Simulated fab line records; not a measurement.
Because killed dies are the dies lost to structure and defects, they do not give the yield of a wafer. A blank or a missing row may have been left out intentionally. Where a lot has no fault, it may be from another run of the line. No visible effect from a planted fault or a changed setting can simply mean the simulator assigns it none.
fab line records | flow n5_finfet | part 1 of 2: steps 1 to 5 of 6
[record] lots = 8 | wafers = 24 | last_day = 17
route steps=1938 shown DUMMY_REMOVAL@378 HKMG_FIN@405 BEOL_M4@1111 PASSIVATION@1936
lots that met no fault: taken from a fault-free run of the same line
start_h: hours from the record's opening day to when the first of the lot's shown wafers began | wait_h: how many hours have passed since the lot's step before this one | " repeats the value in the row above | L1.1+2: several wafers, shown together as one row | - value missing, or start not given | * or withheld: withheld | < > ~ a bound
route shown NAME@n: names a module that has steps shown in the file, with the first one's number in the route | usual: the fault-free wafers' mean and standard deviation | same: alike in all rows | chamber/n: place in a boat | sites: each site's reading | _std_site: their standard deviation | _edge_site: inner sites' mean taken away from outer sites' mean | radius_mm: for every site, how far away it sits from the centre of the wafer | mask NAME#n: copy n | behind: the tool/chamber that last shaped the wafer | hold: the reason the lot was held/the length of the hold in hours/how it ended | device: names the non-switching transistor (n, p or np) | end of line: the tests these same wafers got at the end of their route | a step with no rows: only its recipe | killed: not the wafer's yield, but the dies lost to structure and defects at the first sort | map: the dies of a wafer, with x for killed, . for not killed, _ for no die there
set.NAME: setting as actually run; set.NAME@STEP: the setting as run at that earlier step | model.NAME: the simulator's own value behind a step, which no gauge read
steps of the route over a sample of lots; a table a step, a row a wafer
services: from which hour (start_h, from the record's first day; less than 0 if before it) a tool's chamber was out of use, for how many hours, and why
[[steps]]
[step N5_DUMMY_REMOVAL_STRIP_10]
[recipe] chemistry = N2/H2 | time_s = 40 | power_w = 100 | temp_c = 40 | pressure_mtorr = 100 | rf_frequency_hz = 6e+07 | bias_power_w = 3 | n2_flow_sccm = 300 | h2_flow_sccm = 300
[usual] bias_power_w = 2.998/0.0092 | chamber_pressure_mTorr = 100.01/0.09 | drypump_motor_current_A = 5.7/0.45 | oes_product_au = 0.76/0.066 | rf_vpp_V = 45.3/0.74 | showerhead_plenum_p_Torr = 3.41/0.13 | throttle_valve_pct = 12.37/0.16
lot.wafer | tool        | chamber | start_h | wait_h | bias_power_w | chamber_pressure_mTorr | drypump_motor_current_A | oes_product_au | rf_hours_counter_h | rf_vpp_V | showerhead_plenum_p_Torr | throttle_valve_pct
L402.1    | rie_diel-05 | 1       | 74.08   | 0.0    | 3.005        | 99.94                  | 6.2                     | 0.82           | 87                 | 45.1     | 3.15                     | 12.28
L402.4    | "           | 3       | "       | "      | 2.998        | 100.03                 | 6.6                     | 0.78           | 141                | 46.0     | 3.50                     | 12.57
L402.6    | "           | 0       | "       | "      | 2.991        | 99.92                  | 5.5                     | 0.78           | -                  | 46.2     | 3.53                     | 12.24
L409.2    | rie_diel-06 | 0       | 120.84  | 0.0    | 3.006        | 99.89                  | 4.9                     | 0.92           | 25                 | 45.7     | 3.45                     | 12.23
L409.3    | "           | 2       | "       | "      | 2.997        | 99.94                  | 5.9                     | 0.69           | 225                | 45.4     | 3.48                     | 12.51
L409.6    | "           | 1       | "       | "      | 2.992        | 99.89                  | 5.4                     | 0.72           | -                  | 46.1     | 3.34                     | 12.36
L410.1    | rie_diel-02 | 1       | 124.82  | 0.0    | 2.988        | 100.06                 | 5.5                     | 0.75           | 171                | 44.9     | 3.51                     | 12.27
L410.2    | "           | 3       | "       | "      | 3.011        | 100.03                 | 6.3                     | 0.69           | 241                | 44.9     | 3.19                     | 12.37
L410.3    | "           | 0       | "       | "      | 2.991        | 100.02                 | 6.2                     | 0.74           | 163                | 44.5     | 3.23                     | 12.36
L412.3    | rie_diel-02 | 3       | 137.19  | 0.0    | 3.002        | 100.01                 | 6.3                     | 0.68           | 245                | 45.2     | 3.18                     | 12.37
L412.5    | "           | 0       | "       | "      | 2.989        | 100.04                 | 6.2                     | 0.73           | -                  | 44.4     | 3.23                     | 12.41
L412.6    | "           | 3       | "       | "      | 2.999        | 99.94                  | 6.3                     | 0.68           | -                  | 45.5     | 3.18                     | 12.36
L414.1    | rie_diel-06 | 1       | 149.04  | 0.0    | 2.983        | 99.94                  | 5.4                     | 0.72           | 193                | 44.4     | 3.34                     | 12.38
L414.3    | "           | 3       | "       | "      | 2.991        | 99.88                  | 5.7                     | 0.71           | 209                | 44.4     | 3.49                     | 12.69
L414.4    | "           | 0       | "       | "      | 2.995        | 100.04                 | 5.0                     | 0.91           | 32                 | 44.5     | 3.45                     | 12.25
L417.2    | rie_diel-05 | 2       | 168.41  | 0.0    | 2.989        | 100.00                 | 6.1                     | 0.72           | 213                | 45.9     | 3.48                     | 12.38
L417.3    | "           | 3       | "       | "      | 3.003        | 99.98                  | 6.6                     | 0.75           | 170                | 46.2     | 3.49                     | 12.67
L417.5    | "           | 3       | "       | "      | 3.006        | 99.99                  | 6.6                     | 0.75           | -                  | 44.9     | 3.49                     | 12.67
L421.1    | rie_diel-06 | 3       | 188.90  | 0.0    | 3.009        | 100.10                 | 5.7                     | 0.69           | 219                | 46.3     | 3.48                     | 12.70
L421.3    | "           | 2       | "       | "      | 3.010        | 99.99                  | 5.9                     | 0.68           | 242                | 45.5     | 3.47                     | 12.57
L421.5    | "           | 0       | "       | "      | 3.003        | 100.13                 | 5.0                     | 0.90           | -                  | 46.0     | 3.44                     | 12.27
L424.1    | rie_diel-05 | 0       | 210.07  | 0.0    | 2.995        | 99.82                  | 5.5                     | 0.74           | 179                | 45.1     | 3.51                     | 12.32
L424.2    | "           | 3       | "       | "      | 3.009        | 99.98                  | 6.6                     | 0.75           | 183                | 45.5     | 3.48                     | 12.69
L424.4    | "           | 2       | "       | "      | 3.005        | 100.05                 | 6.1                     | 0.70           | 226                | 44.5     | 3.48                     | 12.42
[step N5_HKMG_FIN_STRIP_57]
[recipe] chemistry = CF4 | resist = SiARC | power_w = 300 | bias_power_w = 75 | pressure_mtorr = 50 | cf4_flow_sccm = 150 | rf_frequency_hz = 6e+07
[usual] bias_power_w = 75.00/0.24 | chamber_pressure_mTorr = 50.00/0.047 | drypump_motor_current_A = 5.8/0.44 | oes_product_au = 0.77/0.071 | rf_vpp_V = 270.9/1.3 | showerhead_plenum_p_Torr = 1.78/0.046 | throttle_valve_pct = 13.57/0.25
lot.wafer | tool        | chamber | start_h | wait_h | bias_power_w | chamber_pressure_mTorr | drypump_motor_current_A | oes_product_au | rf_hours_counter_h | rf_vpp_V | showerhead_plenum_p_Torr | throttle_valve_pct
L402.1    | rie_diel-04 | 0       | 75.78   | 0.0    | 74.93        | 49.97                  | 5.7                     | 0.85           | 52                 | 269.1    | 1.75                     | 13.65
L402.4    | "           | 2       | "       | "      | 75.44        | 49.99                  | 5.0                     | 0.73           | 158                | 270.8    | 1.73                     | 13.33
L402.6    | "           | 2       | "       | "      | 75.63        | 50.08                  | 4.9                     | 0.74           | -                  | 268.7    | 1.73                     | 13.34
L409.2    | rie_diel-04 | 1       | 123.16  | 0.0    | 75.37        | 50.02                  | 5.6                     | 0.68           | 218                | 271.7    | 1.84                     | 13.66
L409.3    | "           | 3       | "       | "      | 74.83        | 50.03                  | 6.2                     | 0.80           | 78                 | 269.9    | 1.74                     | 13.20
L409.6    | "           | 0       | "       | "      | 75.37        | 49.98                  | 5.7                     | 0.82           | -                  | 270.7    | 1.74                     | 13.69
L410.1    | rie_diel-04 | 3       | 127.64  | 0.0    | 75.15        | 49.97                  | 6.2                     | 0.80           | 81                 | 268.9    | 1.74                     | 13.19
L410.2    | "           | 1       | "       | "      | 75.49        | 50.07                  | 5.6                     | 0.68           | 220                | 270.4    | 1.84                     | 13.67
L410.3    | "           | 2       | "       | "      | 75.07        | 49.97                  | 4.9                     | 0.73           | 178                | 268.6    | 1.72                     | 13.36
L412.3    | rie_diel-04 | 2       | 139.31  | 0.0    | 75.11        | 50.08                  | 4.9                     | 0.72           | 183                | 268.6    | 1.72                     | 13.39
L412.5    | "           | 2       | "       | "      | 75.20        | 50.00                  | 4.9                     | 0.72           | -                  | 269.8    | 1.72                     | 13.39
L412.6    | "           | 1       | "       | "      | 75.01        | 50.01                  | 5.6                     | 0.68           | -                  | 272.7    | 1.83                     | 13.69
L414.1    | rie_diel-01 | 2       | 151.02  | 0.0    | 75.12        | 50.05                  | 6.4                     | 0.77           | 137                | 270.6    | 1.80                     | 13.97
L414.3    | "           | 1       | "       | "      | 75.24        | 50.05                  | 6.0                     | 0.84           | -                  | 271.4    | 1.82                     | 13.54
L414.4    | "           | 2       | "       | "      | 75.12        | 50.01                  | 6.4                     | 0.76           | -                  | 271.4    | 1.80                     | 13.97
L417.2    | rie_diel-03 | 0       | 170.25  | 0.0    | 75.16        | 50.01                  | 6.1                     | 0.89           | 27                 | 269.7    | 1.76                     | 13.24
L417.3    | "           | 1       | "       | "      | 74.78        | 49.99                  | 5.8                     | 0.69           | 231                | 270.9    | 1.77                     | 13.90
L417.5    | "           | 3       | "       | "      | 75.32        | 49.93                  | 5.2                     | 0.69           | -                  | 271.3    | 1.84                     | 13.88
L421.1    | rie_diel-01 | 2       | 190.79  | 0.0    | 75.13        | 49.97                  | 6.4                     | 0.74           | 157                | 270.5    | 1.79                     | 13.99
L421.3    | "           | 0       | "       | "      | 74.98        | 49.98                  | 5.7                     | 0.73           | 178                | 272.1    | 1.80                     | 13.45
L421.5    | "           | 2       | "       | "      | 75.47        | 50.05                  | 6.4                     | 0.75           | -                  | 270.7    | 1.79                     | 14.01
L424.1    | rie_diel-04 | 0       | 211.91  | 0.0    | 74.96        | 50.04                  | 5.7                     | 0.79           | 104                | 270.5    | 1.73                     | 13.76
L424.2    | "           | 2       | "       | "      | 74.81        | 50.04                  | 5.0                     | 0.70           | 213                | 268.2    | 1.71                     | 13.47
L424.4    | "           | 0       | "       | "      | 75.17        | 50.05                  | 5.7                     | 0.79           | -                  | 269.7    | 1.73                     | 13.77
[step N5_HKMG_FIN_ETCH_58]
[recipe] chemistry = N2/H2 | target = SOC | target_depth_a = 2158 | ion_energy_ev = 50 | bias_w = 13 | time_s = 741 | pressure_mtorr = 30 | source_w = 875 | n2_flow_sccm = 200 | h2_flow_sccm = 200
[usual] chamber_pressure_mTorr = 30.001/0.027 | drypump_motor_current_A = 5.8/0.45 | oes_product_au = 0.78/0.079 | rf_vpp_V = 99.0/0.85 | run_length_s = 764.1/0.39 | showerhead_plenum_p_Torr = 2.53/0.07 | throttle_valve_pct = 17.75/0.28
lot.wafer | tool        | chamber | start_h | wait_h | chamber_pressure_mTorr | drypump_motor_current_A | oes_product_au | rf_hours_counter_h | rf_vpp_V | run_length_s | showerhead_plenum_p_Torr | throttle_valve_pct
L402.1    | rie_diel-04 | 0       | 75.80   | 0.0    | 29.978                 | 5.7                     | 0.86           | 52                 | 99.8     | 764.3        | 2.48                     | 18.00
L402.4    | "           | 2       | "       | "      | 29.967                 | 5.0                     | 0.73           | 158                | 98.8     | 764.2        | 2.44                     | 17.48
L402.6    | "           | 2       | "       | "      | 30.007                 | 5.0                     | 0.73           | -                  | 100.1    | 764.1        | 2.44                     | 17.48
L409.2    | rie_diel-04 | 1       | 123.18  | 0.0    | 29.969                 | 5.6                     | 0.69           | 218                | 99.1     | 560.0        | 2.62                     | 17.87
L409.3    | "           | 3       | "       | "      | 30.000                 | 6.2                     | 0.83           | 78                 | 98.0     | 764.4        | 2.47                     | 17.34
L409.6    | "           | 0       | "       | "      | 30.026                 | 5.7                     | 0.85           | -                  | 98.6     | 764.4        | 2.47                     | 18.02
L410.1    | rie_diel-04 | 3       | 127.66  | 0.0    | 30.005                 | 6.3                     | 0.82           | 81                 | 98.9     | 763.9        | 2.47                     | 17.33
L410.2    | "           | 1       | "       | "      | 29.963                 | 5.6                     | 0.69           | 220                | 100.7    | 560.3        | 2.62                     | 17.86
L410.3    | "           | 2       | "       | "      | 30.004                 | 5.0                     | 0.72           | 178                | 97.7     | 764.2        | 2.43                     | 17.53
L412.3    | rie_diel-04 | 2       | 139.33  | 0.0    | 30.009                 | 5.0                     | 0.72           | 183                | 98.2     | 764.7        | 2.43                     | 17.51
L412.5    | "           | 2       | "       | "      | 30.048                 | 5.0                     | 0.72           | -                  | 98.2     | 764.0        | 2.43                     | 17.52
L412.6    | "           | 1       | "       | "      | 30.003                 | 5.6                     | 0.69           | -                  | 98.2     | 560.5        | 2.62                     | 17.88
L414.1    | rie_diel-01 | 2       | 151.05  | 0.0    | 29.968                 | 6.5                     | 0.78           | 137                | 98.5     | 764.2        | 2.54                     | 18.16
L414.3    | "           | 1       | "       | "      | 29.981                 | 6.0                     | 0.86           | -                  | 99.8     | 763.5        | 2.57                     | 17.81
L414.4    | "           | 2       | "       | "      | 30.042                 | 6.4                     | 0.77           | -                  | 99.2     | 764.3        | 2.54                     | 18.16
L417.2    | rie_diel-03 | 0       | 170.27  | 0.0    | 29.962                 | 6.1                     | 0.91           | 27                 | 98.8     | 763.5        | 2.49                     | 17.55
L417.3    | "           | 1       | "       | "      | 30.024                 | 5.8                     | 0.69           | 231                | 98.7     | 764.5        | 2.50                     | 17.99
L417.5    | "           | 3       | "       | "      | 29.968                 | 5.2                     | 0.69           | -                  | 98.9     | 764.0        | 2.62                     | 18.10
L421.1    | rie_diel-01 | 2       | 190.81  | 0.0    | 30.006                 | 6.5                     | 0.76           | 157                | 97.1     | 764.2        | 2.53                     | 18.20
L421.3    | "           | 0       | "       | "      | 29.963                 | 5.6                     | 0.74           | 178                | 99.1     | 764.2        | 2.53                     | 17.50
L421.5    | "           | 2       | "       | "      | 29.970                 | 6.5                     | 0.76           | -                  | 99.1     | 764.3        | 2.53                     | 18.20
L424.1    | rie_diel-04 | 0       | 211.93  | 0.0    | 29.977                 | 5.7                     | 0.79           | 104                | 98.6     | 764.4        | 2.45                     | 18.08
L424.2    | "           | 2       | "       | "      | 29.987                 | 5.0                     | 0.70           | 213                | 99.0     | 764.3        | 2.42                     | 17.56
L424.4    | "           | 0       | "       | "      | 30.026                 | 5.7                     | 0.80           | -                  | 98.3     | 764.5        | 2.45                     | 18.08
[step N5_HKMG_FIN_ALD_36]
[recipe] material = TiN | target_thk_a = 10 | temp_c = 400 | ald_precursor_family = TiCl4 | ald_co_reactant = NH3 | pulse_time_s = 1 | purge_time_s = 3 | co_reactant_purge_time_s = 2 | co_reactant_pulse_time_s = 2 | ald_cycles = 47 | pressure_torr = 3
[usual] heater_power_outer_w = 578/53 | heater_power_w = 942/88 | precursor_pulse_height_rel = 1.001/0.022 | susceptor_temp_C = 400.02/0.24
lot.wafer | tool         | chamber | start_h | wait_h | heater_power_outer_w | heater_power_w | precursor_pulse_height_rel | susceptor_temp_C
L402.1    | ald_metal-01 | 3       | 77.87   | 0.0    | 685                  | 1083           | 1.000                      | 399.94
L402.4    | "            | 2       | "       | "      | 540                  | 920            | 1.007                      | 399.71
L402.6    | "            | 2       | "       | "      | 543                  | 915            | 1.010                      | 399.93
L409.2    | ald_metal-04 | 1       | 125.06  | 0.0    | 572                  | 912            | 1.072                      | 399.82
L409.3    | "            | 3       | "       | "      | 459                  | 737            | 0.997                      | 399.97
L409.6    | "            | 3       | "       | "      | 468                  | 743            | 0.977                      | 400.10
L410.1    | ald_metal-04 | 2       | 129.74  | 0.0    | 622                  | 985            | 0.970                      | 399.90
L410.2    | "            | 3       | "       | "      | 452                  | 726            | 1.009                      | 400.55
L410.3    | "            | 0       | "       | "      | 557                  | 902            | 1.005                      | 399.95
L412.3    | ald_metal-04 | 1       | 141.17  | 0.0    | 592                  | 933            | 1.006                      | 399.89
L412.5    | "            | 2       | "       | "      | 615                  | 995            | 1.014                      | 399.61
L412.6    | "            | 3       | "       | "      | 461                  | 733            | 0.976                      | 399.97
L414.1    | ald_metal-03 | 1       | 153.12  | 0.0    | 606                  | 992            | 1.003                      | 399.69
L414.3    | "            | 2       | "       | "      | 582                  | 1003           | 0.991                      | 400.20
L414.4    | "            | 0       | "       | "      | 549                  | 854            | 1.005                      | 399.89
L417.2    | ald_metal-03 | 0       | 172.31  | 0.0    | 549                  | 869            | 1.014                      | 400.03
L417.3    | "            | 3       | "       | "      | 581                  | 982            | 0.976                      | 399.45
L417.5    | "            | 1       | "       | "      | 615                  | 1011           | 0.979                      | 399.74
L421.1    | ald_metal-01 | 3       | 192.66  | 0.0    | 692                  | 1097           | 1.005                      | 400.06
L421.3    | "            | 2       | "       | "      | 552                  | 901            | 1.034                      | 400.33
L421.5    | "            | 2       | "       | "      | 541                  | 935            | 0.972                      | 400.40
L424.1    | ald_metal-04 | 2       | 213.89  | 0.0    | 616                  | 995            | 0.990                      | 399.58
L424.2    | "            | 3       | "       | "      | 446                  | 727            | 1.021                      | 399.72
L424.4    | "            | 1       | "       | "      | 589                  | 928            | 1.000                      | 400.58
[step N5_BEOL_M4_RC_MEAS_101]
[usual] DIBL_N = 35.7/1.3 | DIBL_P = 36.0/1.6 | IOFF_N = 0.154/0.025 | IOFF_N_85C = 3.0/0.39 | IOFF_N_LIN = 0.073/0.0099 | IOFF_N_LONG = 5.64e-05/2.3e-06 | IOFF_P = 0.21/0.034 | ION_N = 675/9.7 | ION_P = 465/7.4 | SS_N = 71.3/0.55 | SS_P = 73.1/0.52 | VT_N = 250/3 | VT_N_LONG = 274.6/1.9 | VT_P = -249/3.6 | VT_P_LVT = -98/3.3
lot.wafer | tool      | chamber | start_h | wait_h | DIBL_N[mV/V] | DIBL_P[mV/V] | IOFF_N[nA/um] | IOFF_N_85C[nA/um] | IOFF_N_LIN[nA/um] | IOFF_N_LONG[nA/um] | IOFF_P[nA/um] | ION_N[uA/um] | ION_P[uA/um] | SS_N[mV/dec] | SS_P[mV/dec] | VT_N[mV] | VT_N_LONG[mV] | VT_P[mV] | VT_P_LVT[mV]
L402.1    | prober-01 | 0       | 175.43  | 0.0    | 33.9         | 34.2         | 0.125         | 2.5               | 0.061             | 5.66e-05           | 0.19          | 661          | 463          | 71.2         | 72.3         | 254      | 274.1         | -249     | -100
L402.4    | "         | 0       | "       | "      | 33.9         | 34.5         | 0.125         | 2.6               | 0.060             | 5.9e-05            | 0.19          | 667          | 458          | 70.9         | 73.0         | 254      | 275.5         | -251     | -101
L402.6    | "         | 0       | "       | "      | 33.6         | 34.4         | 0.123         | 2.5               | 0.060             | 5.71e-05           | 0.18          | 663          | 451          | 70.6         | 72.5         | 254      | 272.9         | -253     | -101
L409.2    | prober-02 | 0       | 214.70  | 0.2    | 35.1         | 36.7         | 10.014        | 101.6             | 4.712             | 0.0029533          | 0.24          | 766          | 470          | 71.2         | 73.1         | 133      | 157.0         | -246     | -107
L409.3    | "         | 0       | "       | "      | 36.6         | 37.7         | 0.178         | 3.5               | 0.079             | 5.58e-05           | 0.27          | 664          | 464          | 71.4         | 73.4         | 251      | 275.1         | -242     | -96
L409.6    | "         | 0       | "       | "      | 37.6         | 38.1         | 0.195         | 3.8               | 0.088             | 5.59e-05           | 0.27          | 675          | 462          | 72.4         | 73.2         | 248      | 275.2         | -247     | -96
L410.1    | prober-02 | 0       | 218.12  | 0.0    | 35.9         | 36.1         | 0.152         | 3.0               | 0.074             | 5.45e-05           | 0.19          | 666          | 458          | 71.8         | 74.0         | 250      | 274.5         | -253     | -101
L410.2    | "         | 0       | "       | "      | 34.7         | 35.1         | 8.815         | 90.1              | 4.256             | 0.0029897          | 0.18          | 763          | 467          | 71.7         | 73.5         | 133      | 155.2         | -253     | -113
L410.3    | "         | 0       | "       | "      | 34.6         | 34.3         | 0.133         | 2.7               | 0.066             | 5.48e-05           | 0.17          | 672          | 457          | 71.9         | 73.0         | 252      | 273.6         | -257     | -103
L412.3    | prober-02 | 0       | 238.93  | 0.3    | 35.9         | 37.3         | 0.176         | 3.4               | 0.080             | 5.77e-05           | 0.24          | 674          | 465          | 72.0         | 73.6         | 244      | 274.3         | -248     | -96
L412.5    | "         | 0       | "       | "      | 34.9         | 35.9         | 0.155         | 3.1               | 0.074             | 5.77e-05           | 0.21          | 676          | 472          | 71.5         | 73.7         | 248      | 272.2         | -252     | -97
L412.6    | "         | 0       | "       | "      | 35.0         | 35.3         | 9.498         | 97.2              | 4.433             | 0.0032151          | 0.20          | 759          | 462          | 72.2         | 73.0         | 132      | 154.7         | -246     | -109
L414.1    | prober-01 | 0       | 240.49  | 0.2    | 34.1         | 35.8         | 0.137         | 2.8               | 0.066             | 5.32e-05           | 0.21          | 678          | 467          | 70.9         | 73.3         | 251      | 275.3         | -251     | -98
L414.3    | "         | 0       | "       | "      | 33.7         | 35.4         | 0.127         | 2.6               | 0.063             | 5.27e-05           | 0.20          | 669          | 469          | 70.1         | 72.6         | 252      | 276.7         | -249     | -99
L414.4    | "         | 0       | "       | "      | 33.2         | 33.6         | 0.117         | 2.5               | 0.058             | 5.32e-05           | 0.18          | 672          | 458          | 70.5         | 72.7         | 254      | 276.4         | -254     | -102
L417.2    | prober-01 | 0       | 270.96  | 0.2    | 36.2         | 37.7         | 0.176         | 3.3               | 0.082             | 5.92e-05           | 0.23          | 683          | 464          | 71.5         | 73.4         | 246      | 275.0         | -247     | -96
L417.3    | "         | 0       | "       | "      | 34.1         | 35.5         | 0.140         | 2.7               | 0.069             | 5.9e-05            | 0.20          | 684          | 473          | 71.0         | 73.2         | 249      | 273.4         | -249     | -97
L417.5    | "         | 0       | "       | "      | 34.1         | 35.8         | 0.139         | 2.8               | 0.069             | 5.85e-05           | 0.20          | 678          | 469          | 71.4         | 73.7         | 248      | 275.0         | -247     | -98
L421.1    | prober-02 | 0       | 294.92  | 0.0    | 35.4         | 35.9         | 0.163         | 3.1               | 0.076             | 5.58e-05           | 0.22          | 693          | 468          | 71.5         | 73.4         | 246      | 274.6         | -249     | -98
L421.3    | "         | 0       | "       | "      | 34.2         | 33.1         | 0.129         | 2.6               | 0.061             | 5.45e-05           | 0.19          | 667          | 460          | 71.2         | 72.6         | 252      | 276.0         | -250     | -100
L421.5    | "         | 0       | "       | "      | 34.8         | 33.6         | 0.144         | 2.8               | 0.069             | 5.65e-05           | 0.19          | 674          | 466          | 71.2         | 71.9         | 248      | 273.9         | -250     | -100
L424.1    | prober-02 | 0       | 302.38  | 0.0    | 36.9         | 35.3         | 0.160         | 3.2               | 0.077             | 5.85e-05           | 0.20          | 671          | 459          | 71.9         | 72.7         | 249      | 273.0         | -252     | -100
L424.2    | "         | 0       | "       | "      | 36.3         | 35.5         | 0.151         | 3.0               | 0.074             | 5.81e-05           | 0.19          | 673          | 467          | 71.9         | 72.9         | 249      | 274.3         | -252     | -101
L424.4    | "         | 0       | "       | "      | 37.2         | 36.2         | 0.168         | 3.3               | 0.077             | 5.82e-05           | 0.21          | 680          | 459          | 71.7         | 73.7         | 249      | 273.9         | -251     | -101
[[key]]
[first_sign] step = N5_HKMG_FIN_ETCH_58 | reading = run_length_s | direction = down | sigmas = 99+ | usual = * | struck = *
[effect] step = N5_BEOL_M4_RC_MEAS_101 | reading = IOFF_N_LONG | direction = up | sigmas = 99+ | usual = 5.64e-05 | struck = 0.0030527
[effect] step = N5_BEOL_M4_RC_MEAS_101 | reading = IOFF_N_LIN | direction = up | sigmas = 99+ | usual = 0.073 | struck = 4.467
[effect] step = N5_BEOL_M4_RC_MEAS_101 | reading = IOFF_N | direction = up | sigmas = 99+ | usual = 0.154 | struck = 9.442
[effect] step = N5_BEOL_M4_RC_MEAS_101 | reading = IOFF_N_85C | direction = up | sigmas = 99+ | usual = 3.0 | struck = 96.3
[effect] step = N5_BEOL_M4_RC_MEAS_101 | reading = VT_N_LONG | direction = down | sigmas = 63 | usual = 274.6 | struck = 155.6
[effect] step = N5_BEOL_M4_RC_MEAS_101 | reading = VT_N | direction = down | sigmas = 39 | usual = 250 | struck = 132
[effect] step = N5_BEOL_M4_RC_MEAS_101 | reading = ION_N | direction = up | sigmas = 9 | usual = 675 | struck = 763
[effect] step = N5_BEOL_M4_RC_MEAS_101 | reading = VT_P_LVT | direction = down | sigmas = 3.4 | usual = -98 | struck = -109
[effect] step = N5_PASSIVATION_PROBE_49 | reading = sort_bin_4_leakage | direction = up | sigmas = 99+ | usual = 0 | struck = 89.92
met_at N5_HKMG_FIN_ETCH_58
struck_lots L409,L410,L412
struck_wafers L409.2,L410.2,L412.6
not_acting_at N5_DUMMY_REMOVAL_STRIP_10,N5_HKMG_FIN_STRIP_57,N5_HKMG_FIN_ALD_36
[fault] kind = process_parameter_drift | tool = rie_diel-04 | chamber = 1 | onset_h = 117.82 | steps = N5_HKMG_FIN_ETCH_58 | channel = time_s | offset = * | shape = step | end_h = 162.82 | acts_in = * | stated = *
